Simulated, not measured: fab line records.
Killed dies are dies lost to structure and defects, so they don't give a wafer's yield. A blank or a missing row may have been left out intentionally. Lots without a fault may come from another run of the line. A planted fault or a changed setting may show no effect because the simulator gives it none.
fab line records	flow n5Finfet
[record] lots = 13	wafers = 33	lastDay = 17
route steps=1938 shown BEOL_M9@1439 PASSIVATION@1936
lots that met no fault: from a run of the same line without faults
startH: the number of hours between the record's first day and the start of the first shown wafer of the lot	waitH: how many hours have passed since the lot's step before this one	" unchanged from the row above	L1.1+2: a row that stands for several wafers	- no value present, or no start provided	* or withheld: withheld	< > ~ a bound
route shown NAME@n: NAME is a module with steps in the file, n the number in the route of the first one	usual: the fault-free wafers' mean and standard deviation	same: alike in all rows	chamber/n: place in a boat	sites: the reading at each site	_std_site: how widely they spread, as a standard deviation	_edge_site: inner sites' mean taken away from outer sites' mean	radiusMm: how far each site lies from the wafer's centre	mask NAME#n: copy n	behind: the last tool/chamber to shape the wafer	hold: why the lot was held/for how many hours/how that ended	device: the n, p or np transistor that did not switch	end of line: the route-end tests of the same wafers	for a step that has no rows: nothing shown but its recipe	killed: the dies lost at the first sort to structure and to defects; this is not the yield of the wafer	map: the dies of a wafer, with x for killed, . for not killed, _ for no die there
set.NAME: the setting that was run; set.NAME@STEP: the one run at that earlier step	model.NAME: the simulator's own value behind a step, which no gauge read
the route's steps for a sample of lots (tables are steps, rows are wafers)
services: when a tool's chamber went out of use (startH, in hours from the record's first day, below 0 if earlier), for how many hours, and the reason
[[steps]]
[step N5_BEOL_M9_ETCH_65]
[recipe] chemistry = CF4	target = SiARC	targetDepthA = 156	maskMaterial = CAR-EUV	timeS = 26	ionEnergyEv = 80	pressureMtorr = 40	sourceW = 545	biasW = 36	Ar_flow_sccm = 100	cf4FlowSccm = 100	ends = cleared
[usual] drypumpMotorCurrentA = 5.9/0.58	etchRfOnTimeS = 26.3/1.1	mfcArSccm = 100.0/0.32	oesProductAu = 0.66/0.063	rfVppV = 183.8/1.1	showerheadPlenumPTorr = 2.13/0.065	throttleValvePct = 15.55/0.2
lot.wafer	tool	chamber	startH	waitH	drypumpMotorCurrentA	etchRfOnTimeS	mfcArSccm	oesProductAu	rfHoursCounterH	rfVppV	showerheadPlenumPTorr	throttleValvePct
L225.2	rieDiel-02	3	217.52	0.0	6.0	27.3	100.7	0.59	189	182.6	2.13	16.00
L225.5	"	3	"	"	6.0	27.0	100.5	0.60	-	184.3	2.13	16.02
L225.6	"	2	"	"	6.2	25.4	100.3	0.74	-	184.7	2.28	15.42
L224.1	rieDiel-02	3	236.90	0.0	6.0	27.6	99.7	0.58	195	184.6	2.13	16.02
L224.3	"	0	"	"	5.5	27.2	99.8	0.78	14	184.6	2.17	15.40
L224.5	"	2	"	"	6.2	25.7	100.2	0.74	-	186.0	2.27	15.43
L229.1	rieDiel-02	2	238.31	0.0	6.2	25.3	100.4	0.74	36	185.2	2.27	15.42
L229.5	"	2	"	"	6.2	25.2	100.3	0.74	-	185.9	2.27	15.43
L228.4	rieDiel-01	2	240.69	0.0	6.8	25.5	100.0	0.66	139	183.3	2.07	15.33
L228.5	"	0	"	"	5.1	25.0	99.9	0.73	-	182.3	2.08	15.25
L228.6	"	1	"	"	6.3	26.4	100.0	0.72	-	185.6	2.17	15.67
L236.4	rieDiel-04	3	284.11	0.0	6.7	25.3	99.9	0.66	-	182.2	2.06	15.51
L236.5	"	2	"	"	5.7	27.5	100.1	0.60	-	183.2	2.05	15.56
L235.3	rieDiel-04	1	286.16	0.0	5.0	25.0	99.9	0.72	66	185.3	2.17	15.55
L235.6	"	3	"	"	6.6	25.3	100.4	0.66	-	183.4	2.06	15.49
L237.1	rieDiel-02	0	291.84	0.0	5.6	26.7	99.8	0.76	25	184.2	2.16	15.42
L237.5	"	3	"	"	6.0	27.2	100.1	0.58	-	183.5	2.13	16.05
L237.6	"	2	"	"	6.2	25.3	99.8	0.73	-	184.9	2.27	15.44
L242.2	rieDiel-04	2	323.32	0.0	5.7	27.5	100.4	0.59	210	183.0	2.04	15.59
L242.4	"	3	"	"	6.7	24.8	100.2	0.66	180	182.6	2.06	15.52
L242.5	"	3	"	"	6.7	24.8	99.8	0.66	-	182.9	2.06	15.54
L244.2	rieDiel-01	2	323.45	0.0	6.8	25.6	99.9	0.64	165	182.1	2.06	15.37
L244.3	"	1	"	"	6.4	26.8	99.8	0.69	88	183.9	2.16	15.72
L243.2	rieDiel-04	0	327.59	0.0	6.1	28.1	100.1	0.58	218	184.9	2.21	15.78
L243.3	"	3	"	"	6.6	25.1	99.8	0.65	182	181.7	2.06	15.53
L245.2	rieDiel-01	0	334.88	0.0	5.1	25.0	100.3	0.70	86	183.2	2.07	15.30
L245.4	"	3	"	"	6.2	27.4	100.3	0.59	227	182.9	2.10	15.42
L245.5	"	0	"	"	5.1	24.6	100.3	0.71	-	183.8	2.07	15.31
L247.4	rieDiel-04	3	346.80	0.0	6.6	25.2	99.6	0.65	-	183.3	2.05	15.55
L247.6	"	1	"	"	5.0	25.3	100.6	0.69	-	185.4	2.16	15.57
L246.1	rieDiel-01	3	349.19	0.0	6.3	27.6	100.1	0.59	231	184.0	2.10	15.44
L246.4	"	0	"	"	5.0	25.0	100.1	0.70	90	183.1	2.07	15.32
L246.6	"	1	"	"	6.4	27.2	100.1	0.68	-	184.1	2.16	15.74
[step N5_BEOL_M9_HM_STRIP_39]
[recipe] chemistry = peroxideTinStrip	material = TiN	targetDepthA = 250	tempC = 50	timeS = 158
[usual] runLengthS = 168/3.9
lot.wafer	tool	chamber	startH	waitH	runLengthS
L225.2	wetBench-04	3	217.95	0.0	170
L225.5	"	5	"	"	171
L225.6	"	2	"	"	173
L224.1	wetBench-06	4	237.34	0.0	172
L224.3	"	6	"	"	170
L224.5	"	3	"	"	173
L229.1	wetBench-04	2	238.75	0.0	172
L229.5	"	5	"	"	171
L228.4	wetBench-01	4	241.13	0.0	163
L228.5	"	7	"	"	163
L228.6	"	0	"	"	163
L236.4	wetBench-06	5	284.54	0.0	170
L236.5	"	3	"	"	172
L235.3	wetBench-06	1	286.59	0.0	115
L235.6	"	5	"	"	116
L237.1	wetBench-06	7	292.28	0.0	117
L237.5	"	2	"	"	117
L237.6	"	5	"	"	115
L242.2	wetBench-04	7	323.76	0.0	161
L242.4	"	6	"	"	165
L242.5	"	3	"	"	164
L244.2	wetBench-01	3	323.89	0.0	172
L244.3	"	1	"	"	172
L243.2	wetBench-01	0	328.02	0.0	172
L243.3	"	1	"	"	172
L245.2	wetBench-01	2	335.32	0.0	163
L245.4	"	6	"	"	164
L245.5	"	3	"	"	164
L247.4	wetBench-01	5	347.22	0.0	163
L247.6	"	7	"	"	163
L246.1	wetBench-04	3	349.63	0.0	162
L246.4	"	1	"	"	162
L246.6	"	4	"	"	164
[step N5_BEOL_M9_CD_MEAS_35]
[recipe] targetCdNm = 70	targetCdYNm = 40	polarity = opening
[usual] cdNm = 70.2/0.97
lot.wafer	tool	chamber	startH	waitH	cdNm
L225.2	cdSem-02	-	218.08	0.0	70.0
L225.5	"	-	"	"	69.4
L225.6	"	-	"	"	69.6
L224.1	cdSem-03	-	237.46	0.0	70.5
L224.3	"	-	"	"	70.6
L224.5	"	-	"	"	68.1
L229.1	cdSem-02	-	238.89	0.0	71.0
L229.5	"	-	"	"	72.1
L228.4	cdSem-02	-	241.25	0.0	71.7
L228.5	"	-	"	"	70.5
L228.6	"	-	"	"	70.4
L236.4	cdSem-01	-	284.67	0.0	70.7
L236.5	"	-	"	"	69.5
L235.3	cdSem-03	-	286.72	0.0	69.6
L235.6	"	-	"	"	69.4
L237.1	cdSem-02	-	292.40	0.0	70.6
L237.5	"	-	"	"	70.3
L237.6	"	-	"	"	69.7
L242.2	cdSem-01	-	323.88	0.0	71.1
L242.4	"	-	"	"	72.3
L242.5	"	-	"	"	72.0
L244.2	cdSem-02	-	324.02	0.0	72.2
L244.3	"	-	"	"	71.6
L243.2	cdSem-01	-	328.15	0.0	70.0
L243.3	"	-	"	"	70.9
L245.2	cdSem-02	-	335.44	0.0	69.7
L245.4	"	-	"	"	72.5
L245.5	"	-	"	"	70.1
L247.4	cdSem-01	-	347.35	0.0	69.4
L247.6	"	-	"	"	68.6
L246.1	cdSem-03	-	349.75	0.0	69.7
L246.4	"	-	"	"	70.6
L246.6	"	-	"	"	70.8
[step N5_BEOL_M9_PRE_CLEAN_45]
[recipe] gas = H2/He	timeS = 30	tempC = 250
[usual] heaterPowerW = 326/32	susceptorTempC = 250.00/0.18
lot.wafer	tool	chamber	startH	waitH	heaterPowerW	susceptorTempC
L225.2	pvdSputter-02	-	219.75	0.0	315	249.45
L225.5	"	-	"	"	363	249.76
L225.6	"	-	"	"	299	249.95
L224.1	pvdSputter-02	-	237.87	0.0	366	250.24
L224.3	"	-	"	"	310	249.96
L224.5	"	-	"	"	362	250.11
L229.1	pvdSputter-01	-	240.93	0.0	351	250.08
L229.5	"	-	"	"	331	250.07
L228.4	pvdSputter-01	-	241.67	0.0	341	249.97
L228.5	"	-	"	"	337	249.56
L228.6	"	-	"	"	274	249.99
L236.4	pvdSputter-01	-	285.80	0.0	353	249.84
L236.5	"	-	"	"	334	250.06
L235.3	pvdSputter-03	-	287.12	0.0	334	249.83
L235.6	"	-	"	"	324	250.24
L237.1	pvdSputter-03	-	293.62	0.0	339	249.85
L237.5	"	-	"	"	338	250.02
L237.6	"	-	"	"	346	249.62
L242.2	pvdSputter-03	-	324.95	0.0	334	250.04
L242.4	"	-	"	"	261	250.16
L242.5	"	-	"	"	353	250.33
L244.2	pvdSputter-02	-	324.95	0.0	364	249.90
L244.3	"	-	"	"	300	250.20
L243.2	pvdSputter-03	-	328.56	0.0	352	250.06
L243.3	"	-	"	"	337	249.87
L245.2	pvdSputter-02	-	336.14	0.0	300	250.07
L245.4	"	-	"	"	304	250.31
L245.5	"	-	"	"	361	249.83
L247.4	pvdSputter-01	-	347.83	0.0	278	250.02
L247.6	"	-	"	"	334	249.91
L246.1	pvdSputter-02	-	350.80	0.0	368	249.83
L246.4	"	-	"	"	295	249.77
L246.6	"	-	"	"	343	249.92
[step N5_PASSIVATION_PROBE_49]
[usual] defectLimitedYield = 91.3/1.4	killed_at_M0_to_M3 = 32/9.5	killed_at_M4_up = 14/5.2	killedAtContacts = 13/5.7	killedAtFrontEnd = 41/12	killedAtOther = 3.5/2.6	killedDies = 103/17	killedOpen = 68/14	killedShort = 32/7	sort_bin_4_leakage = 0.01/0.051	sort_bin_5_function = 5.0/0.91	sort_bin_6_memory = 3.3/0.7	sort_bin_8_speed = 0.03/0.22	sortNPass = 1076/17	sortYieldPct = 91.2/1.4
[same] grossDies = 1180	killedAtBackSide = 0
lot.wafer	tool	chamber	startH	waitH	defectLimitedYield[%]	killed_at_M0_to_M3	killed_at_M4_up	killedAtContacts	killedAtFrontEnd	killedAtOther	killedDies	killedOpen	killedShort	sort_bin_4_leakage[%]	sort_bin_5_function[%]	sort_bin_6_memory[%]	sort_bin_8_speed[%]	sortNPass	sortYieldPct[%]
L228.4	prober-01	-	301.48	0.2	91.9	33	13	11	35	3	95	65	20	0	4.1	3.1	0	1085	91.9
L228.5	prober-01	-	301.53	0.2	91.6	37	20	14	27	1	99	67	29	0	5.2	2.9	0	1081	91.6
L228.6	prober-01	-	301.58	0.3	93.2	32	6	18	21	3	80	49	27	0	3.6	2.9	0	1100	93.2
// killed by level:class
L228.4 STI_FIN_REVEAL:geometricParticle:open=12 MOL_CONTACT_COAG:geometricParticle:open=11 BEOL_M0_SAQP:geometricParticle:open=9 BEOL_M0_SAQP:geometricParticle:short=6 BEOL_M2:geometricParticle:open=6 GATE_CUT:geometricParticle:open=5 BEOL_M1:geometricParticle:open=5 BEOL_M4:geometricParticle:open=5
L228.5 BEOL_M4:geometricParticle:open=14 MOL_CONTACT_COAG:geometricParticle:open=10 STI_FIN_REVEAL:geometricParticle:open=9 BEOL_M2:geometricParticle:open=9 BEOL_M0_SAQP:geometricParticle:short=6 GATE_CUT:geometricParticle:short=5 DUMMY_GATE:geometricParticle:open=5 BEOL_M0_SAQP:geometricParticle:open=5
L228.6 MOL_CONTACT_COAG:geometricParticle:open=14 BEOL_M2:geometricParticle:open=7 STI_FIN_REVEAL:geometricParticle:open=6 BEOL_M0_SAQP:geometricParticle:short=6 MOL_CONTACT_COAG:geometricParticle:short=4 GATE_CUT:geometricParticle:short=4 BEOL_M3:geometricParticle:open=4 BEOL_M1:geometricParticle:open=4
[[services]]
tool	chamber	startH	hours	kind
rieDiel-01	2	220.07	16.1	repair
rieDiel-02	0	264.59	16.2	repair
rieDiel-02	-	271.50	14.6	pm
pvdSputter-02	-	303.66	4.3	repair
rieDiel-04	1	310.45	4.1	repair
pvdSputter-03	-	332.51	3.0	repair
pvdSputter-02	-	342.91	6.3	repair
[[key]]
[firstSign] step = N5_BEOL_M9_HM_STRIP_39	reading = runLengthS	direction = down	sigmas = 13	usual = *	struck = *
effect none on later readings
metAt N5_BEOL_M9_HM_STRIP_39
struckLots L235,L237
[baselineLoss] step = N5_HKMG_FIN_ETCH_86	wafers = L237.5
notActingAt N5_BEOL_M9_ETCH_65,N5_BEOL_M9_CD_MEAS_35,N5_BEOL_M9_PRE_CLEAN_45
onsetBetween 284.54 286.59
[fault] kind = processParameterDrift	tool = wetBench-06	chamber = -	onsetH = 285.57	steps = N5_BEOL_M9_HM_STRIP_39	channel = timeS	offset = *	shape = step	endH = 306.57	actsIn = *	stated = *
// baselineLoss: these wafers lose ten dies or more at that step, a loss of the line's own and not of a fault; the sort's usual values leave them out
